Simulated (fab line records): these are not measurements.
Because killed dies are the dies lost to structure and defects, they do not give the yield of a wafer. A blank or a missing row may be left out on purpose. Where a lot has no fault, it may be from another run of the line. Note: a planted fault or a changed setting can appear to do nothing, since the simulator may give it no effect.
Chamber matching || flow n5_finfet || pecvd-01 running N5_BEOL_M1_DEP_57: 3 sister chambers
The step deposits SiCN from 3MS/NH3, target thk 8 nm, time 14 s. 3 wafers are shown with their chamber, then 9 later ones without.

## WAFERS PAIRED WITH THEIR CHAMBERS
{"wafer": "L083.5", "chamber": 0, "throttle_valve_pct (%)": 8.9}
{"wafer": "L087.3", "chamber": 1, "throttle_valve_pct (%)": 10.3}
{"wafer": "L087.4", "chamber": 2, "throttle_valve_pct (%)": 8.9}

## WAFERS WHOSE CHAMBER IS MISSING
{"wafer": "L090.1", "throttle_valve_pct (%)": 10.1}
{"wafer": "L090.2", "throttle_valve_pct (%)": 8.9}
{"wafer": "L090.4", "throttle_valve_pct (%)": 10.3}
{"wafer": "L091.2", "throttle_valve_pct (%)": 8.8}
{"wafer": "L091.4", "throttle_valve_pct (%)": 10.3}
{"wafer": "L091.5", "throttle_valve_pct (%)": 10.4}
{"wafer": "L095.3", "throttle_valve_pct (%)": 10.2}
{"wafer": "L095.4", "throttle_valve_pct (%)": 9.2}
{"wafer": "L095.5", "throttle_valve_pct (%)": 8.5}

## WHICH CHAMBER EACH ONE RAN IN
{"wafer": "L090.1", "from the rows above": 1, "in truth": 1}
{"wafer": "L090.2", "from the rows above": "can't be placed: 0 or 2", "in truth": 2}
{"wafer": "L090.4", "from the rows above": 1, "in truth": 1}
{"wafer": "L091.2", "from the rows above": "can't be placed: 0 or 2", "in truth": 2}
{"wafer": "L091.4", "from the rows above": 1, "in truth": 1}
{"wafer": "L091.5", "from the rows above": 1, "in truth": 1}
{"wafer": "L095.3", "from the rows above": 1, "in truth": 1}
{"wafer": "L095.4", "from the rows above": "can't be placed: 0 or 2", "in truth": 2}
{"wafer": "L095.5", "from the rows above": "can't be placed: 0 or 2", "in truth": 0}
Placed correctly: 5 of 9. Unplaceable from these rows: 4, with the true chamber sitting among the candidates in 4. Number placed wrongly: 0.
How it was worked out, from the rows above alone: a wafer's distance from a chamber is the root of the sum, over the readings, of the square of ((its reading less the chamber's mean) divided by the reading's scatter). The wafer belongs to the nearest chamber; if the next one is less than 2 further off, it can't be placed. For every chamber, the mean is computed from those of its wafers that are shown. The scatter: with one shown wafer a chamber, the root of the mean of the squares of how far each hidden wafer lies from its nearest shown one.
